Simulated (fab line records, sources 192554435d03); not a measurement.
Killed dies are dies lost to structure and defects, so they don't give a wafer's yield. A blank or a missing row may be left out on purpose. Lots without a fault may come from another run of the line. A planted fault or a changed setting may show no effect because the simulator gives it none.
fab line records | flow n5_finfet
record lots=7 wafers=21
route steps=1938 shown BEOL_M15@1779 TV_OPEN@1890 PASSIVATION@1929
start_h: hours from the record's first day to the start of the lot's first wafer shown | wait_h: hours since the lot's step before | " the same as in the row above | L1.1+2: a row that stands for several wafers | - no value, or no start given | * or withheld: withheld | < > ~ a bound
route shown NAME@n: a module of which the file shows steps, and the number in the route of the first | usual: mean/standard deviation of fault-free wafers | same: alike in all rows | chamber/n: place in a boat | sites: the reading at each site | _std_site: their standard deviation | _edge_site: outer sites' mean less inner sites' | radius_mm: how far each site lies from the wafer's centre | mask NAME#n: copy n | behind: the tool/chamber that last shaped the wafer | hold: why the lot was held/for how many hours/how that ended | device: the transistor (n, p or np) that didn't switch | end of line: the same wafers' tests at the end of the route | a step without rows: its recipe alone | killed: dies lost to structure and defects at the first sort, not the wafer's yield | map: a wafer's dies, x killed, . not, _ none there
set.NAME: the setting as run; set.NAME@STEP: as run at that earlier step | model.NAME: the simulator's own value behind a step, which no gauge read
lots whose settings were changed on purpose; a table a step, a row a wafer
## steps
# step N5_BEOL_M15_EXPOSE_07
# recipe mask_id=V14 na=0.8 source_shape=annular sigma_inner=0.5 sigma_outer=0.8 polarization=unpolarized attpsm_phase_deg=180 dose_mj=41.25
# columns lot.wafer tool chamber start_h wait_h mask set.dose_mj
L074.2+5 krf_scanner-01 0 258.62 - V14#0 41.25
L074.3 " 0 " " V14#0 39.6
L083.2+6 krf_scanner-02 0 323.78 - V14#0 41.25
L083.4 " 0 " " V14#0 44.11
L082.2 krf_scanner-01 0 332.43 - V14#0 41.25
L082.4+6 " 0 " " V14#0 42.56
L087.2+5 krf_scanner-02 0 346.83 - V14#0 43.13
L087.6 " 0 " " V14#0 41.25
L089.3+4+5 krf_scanner-02 0 349.38 - V14#0 41.25
L091.2 krf_scanner-01 0 363.02 - V14#0 39.64
L091.3+4 " 0 " " V14#0 41.25
L095.1+5+6 krf_scanner-01 0 422.53 - V14#0 41.25
# step N5_BEOL_M15_PEB_08
# recipe peb_temp_c=130 peb_time_s=90
# step N5_BEOL_M15_DEVELOP_09
# recipe develop_time_s=45 rinse_liquid=diw dry=air_spin dev_temp_c=21
# step N5_BEOL_M15_HARDBAKE_14
# recipe temp_c=130 time_s=120
# step N5_BEOL_M15_CD_MEAS_10
# recipe target_cd_nm=360 landing_energy_ev=500 detector=se_inlens polarity=opening
# usual cd_nm=360.7/2
# columns lot.wafer tool chamber start_h wait_h set.dose_mj@BEOL_M15_EXPOSE_07 cd_nm
L074.2 cd_sem-01 0 258.79 - 41.25 355.4
L074.3 " 0 " " 39.6 353.0
L074.5 " 0 " " 41.25 359.3
L083.2 cd_sem-02 0 323.94 - 41.25 360.4
L083.4 " 0 " " 44.11 372.9
L083.6 " 0 " " 41.25 362.5
L082.2 cd_sem-02 0 332.59 - 41.25 361.5
L082.4 " 0 " " 42.56 365.7
L082.6 " 0 " " 42.56 368.3
L087.2 cd_sem-02 0 346.99 - 43.13 368.8
L087.5 " 0 " " 43.13 367.8
L087.6 " 0 " " 41.25 358.4
L089.3 cd_sem-03 0 349.55 - 41.25 362.7
L089.4 " 0 " " 41.25 363.1
L089.5 " 0 " " 41.25 361.7
L091.2 cd_sem-01 0 363.19 - 39.64 352.1
L091.3 " 0 " " 41.25 360.9
L091.4 " 0 " " 41.25 361.3
L095.1 cd_sem-02 0 422.70 - 41.25 361.7
L095.5 " 0 " " 41.25 362.9
L095.6 " 0 " " 41.25 362.4
# step N5_BEOL_M15_STRIP_65
# recipe chemistry=post_etch_residue_remover time_s=60 temp_c=25 remover_ph=withheld remover_water_wt_pct=withheld remover_fluoride_wt_pct=withheld
# step N5_BEOL_M15_SRD_66
# recipe time_s=30 temp_c=23 rinse_liquid=diw dry=n2_spin spin_rpm=1500 dry_time_s=30
# step N5_BEOL_M15_CD_MEAS_17
# recipe target_cd_nm=360 polarity=opening
# usual cd_nm=361.5/2.8
# columns lot.wafer tool chamber start_h wait_h set.dose_mj@BEOL_M15_EXPOSE_07 cd_nm
L074.2 cd_sem-01 - 259.75 0.0 41.25 354.7
L074.3 " - " " 39.6 354.2
L074.5 " - " " 41.25 359.2
L083.2 cd_sem-01 - 324.53 0.0 41.25 361.1
L083.4 " - " " 44.11 373.6
L083.6 " - " " 41.25 366.1
L082.2 cd_sem-01 - 333.18 0.0 41.25 362.4
L082.4 " - " " 42.56 364.4
L082.6 " - " " 42.56 370.5
L087.2 cd_sem-03 - 347.58 0.0 43.13 370.5
L087.5 " - " " 43.13 369.9
L087.6 " - " " 41.25 359.8
L089.3 cd_sem-03 - 350.34 0.0 41.25 364.5
L089.4 " - " " 41.25 363.2
L089.5 " - " " 41.25 362.7
L091.2 cd_sem-01 - 363.78 0.0 39.64 353.4
L091.3 " - " " 41.25 361.4
L091.4 " - " " 41.25 360.3
L095.1 cd_sem-02 - 423.41 0.0 41.25 364.3
L095.5 " - " " 41.25 367.5
L095.6 " - " " 41.25 364.1
# step N5_PASSIVATION_ETCH_15
# recipe chemistry=CF4/N2 target=SiCN target_depth_a=750 taper_deg=2 time_s=81.2 ion_energy_ev=150 mask_material=SiNx pressure_mtorr=40 source_w=430 bias_w=70 Ar_flow_sccm=100 cf4_flow_sccm=60 n2_flow_sccm=60
# usual rf_vpp_V=382.4/1.7
# columns lot.wafer tool chamber start_h wait_h set.bias_w rf_vpp_V
L074.2 rie_diel-03 0 - - 70 380.4
L074.3 " 1 " " 81.52 418.5
L074.5 " 3 " " 81.52 421.2
L083.2 rie_diel-02 3 - - 70 380.3
L083.4 " 1 " " 70 381.0
L083.6 " 3 " " 70 381.5
L082.2 rie_diel-03 0 - - 73.88 394.6
L082.4 " 2 " " 70 382.1
L082.6 " 0 " " 70 381.2
L087.2 rie_diel-03 3 - - 77.45 406.5
L087.5 " 3 " " 70 380.6
L087.6 " 0 " " 77.45 404.8
L089.3 rie_diel-02 0 - - 70 382.2
L089.4 " 3 " " 70 382.5
L089.5 " 2 " " 70 385.0
L091.2 rie_diel-02 2 - - 70 383.9
L091.3 " 0 " " 70 379.2
L091.4 " 0 " " 79.39 411.3
L095.1 rie_diel-03 3 - - 70 381.3
L095.5 " 3 " " 70 381.9
L095.6 " 2 " " 70 382.3
# step N5_PASSIVATION_PASS_ETCH_47
# recipe chemistry=CF4/O2 target=SiNx target_depth_a=7700 time_s=385 ion_energy_ev=100 pressure_mtorr=40 source_w=535 bias_w=49 Ar_flow_sccm=100 cf4_flow_sccm=100 O2_flow_sccm=10
# columns lot.wafer tool chamber start_h wait_h set.time_s model.etch.depth_nm
L074.2 rie_diel-01 3 284.85 0.0 385 743.1
L074.3 " 1 " " 385 755.5
L074.5 " 3 " " 425.1 822.5
L083.2 rie_diel-05 1 343.79 0.0 385 785.6
L083.4 " 2 " " 385 731.5
L083.6 " 3 " " 465.2 937.2
L082.2 rie_diel-06 3 350.50 0.0 323 628.3
L082.4 " 2 " " 385 807.4
L082.6 " 1 " " 385 752.3
L087.2 rie_diel-05 3 362.92 0.0 449.4 896.7
L087.5 " 3 " " 385 764.1
L087.6 " 0 " " 385 766.9
L089.3 rie_diel-05 1 368.37 0.0 385 788.1
L089.4 " 3 " " 385 761.8
L089.5 " 0 " " 385 772.4
L091.2 rie_diel-06 3 382.24 0.0 385 757.2
L091.3 " 2 " " 347.1 749.1
L091.4 " 1 " " 385 776.8
L095.1 rie_diel-06 1 440.13 0.0 385 776.7
L095.5 " 0 " " 385 813.7
L095.6 " 3 " " 385 739.1
## key
split step=N5_BEOL_M15_EXPOSE_07 setting=dose_mj stated=41.25 by=wafer
response step=N5_BEOL_M15_CD_MEAS_10 reading=cd_nm change=+1.76 per=1% r=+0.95
response step=N5_BEOL_M15_CD_MEAS_17 reading=cd_nm change=+1.57 per=1% r=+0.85
split step=N5_PASSIVATION_ETCH_15 setting=bias_w stated=70 by=wafer
response step=N5_PASSIVATION_ETCH_15 reading=rf_vpp_V change=+2.33 per=1% r=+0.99
split step=N5_PASSIVATION_PASS_ETCH_47 setting=time_s stated=385 by=wafer
response step=N5_PASSIVATION_PASS_ETCH_47 reading=model.etch.depth_nm change=+7.89 per=1% r=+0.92
